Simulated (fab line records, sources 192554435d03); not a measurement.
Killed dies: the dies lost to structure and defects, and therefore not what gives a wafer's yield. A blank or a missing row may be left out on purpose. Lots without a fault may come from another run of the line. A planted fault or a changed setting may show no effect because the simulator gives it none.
A lot that was struck, set against a sound lot	flow n5Finfet	15 out of 1938 route steps
Sound: these wafers, L370.2, L370.4, L370.6. Struck: wafers L377.2, L377.3, L377.5. The cause is named last.
At each step with rows: each side's tool, then ch and its chambers, then its first start. Under that, the readings that differ: sound wafers	struck wafers	difference of the means	sigmas: that difference in standard deviations of wafers without a fault.
alike: same words and numbers on both sides, and readings whose means sit less than 2 such deviations apart. not compared: any withheld reading, any reading some wafer has no value for, any bound like >300 that may hide the same value, and any number with overlapping values for which the record gives no deviation.
The two part at a step that has a row with sigmas, a row that says differs or no value, or rows on one side only. Numbers that don't overlap but have no deviation are shown without sigmas and don't part them. A reading missing from all wafers of one side parts the sides only when that side holds two or more wafers.

first, 6 steps without rows for these wafers: N5_WELL_APT_EBR_04; N5_WELL_APT_SOFTBAKE_03 (time 60 s); N5_WELL_APT_EXPOSE_05 (exposes mask NWELL, defocus 0 nm, target cd 200 nm); N5_WELL_APT_PEB_06 (peb time 90 s); N5_WELL_APT_DEVELOP_07 (develop time 45 s); N5_WELL_APT_HARDBAKE_12 (time 120 s).
N5_WELL_APT_CD_MEAS_08 targets a cd of 200 nm.
  sound on cdSem-02 ch 0, day 3 01:41; struck on cdSem-01 ch 0, day 4 19:50
  alike: cdNm
N5_WELL_APT_OVL_MEAS_09:
  sound on overlay-02 ch 0, day 3 01:43; struck on overlay-02 ch 0, day 4 19:52
  alike: NWELL_OVL
N5_WELL_APT_INSPECT_10: inspects for defects (macro).
  struck on defectInspect-01, day 4 19:53; sound on defectInspect-01, day 3 01:44
  alike: rawDefectCount
N5_WELL_APT_DESCUM_13: chemistry O2, time 7.9 s.
  sound on rieDiel-05 ch 0,3, day 3 01:55; struck on rieDiel-04 ch 1,2, day 4 20:25
  alike: drypumpMotorCurrentA, oesProductAu, rfVppV, showerheadPlenumPTorr, throttleValvePct
  not compared: rfHoursCounterH
then, 2 steps without rows for these wafers: N5_WELL_APT_IMPLANT_14; N5_WELL_APT_IMPLANT_15.
N5_WELL_APT_STRIP_16: strips in SPM, time 900 s.
  sound on wetBench-05 ch 2,3,7, day 3 02:24; struck on wetBench-04 ch 3,4,7, day 4 20:56
  no value came back on the struck wafers for bathGuardTempC (C), bathHeatDutyPct (%); on the sound wafers bathGuardTempC (C) reads 130.1 130.6 129.7
reading	sound	struck	difference	sigmas
model.coat_of_WELL_APT_COAT_02.thkNm (nm)	0 0 0	933.7 935.4 933.6	+934.2	
then, 1 step without rows for these wafers: N5_WELL_APT_HMDS_18 (time 60 s).
N5_PASSIVATION_PROBE_49:
  rows exist in the record for the sound wafers here (prober-01, day 13 03:22), none for the struck ones

## WHERE THEY PART
First at N5_WELL_APT_STRIP_16; last, within this record, at N5_PASSIVATION_PROBE_49.

WHY: whatever the simulator had introduced
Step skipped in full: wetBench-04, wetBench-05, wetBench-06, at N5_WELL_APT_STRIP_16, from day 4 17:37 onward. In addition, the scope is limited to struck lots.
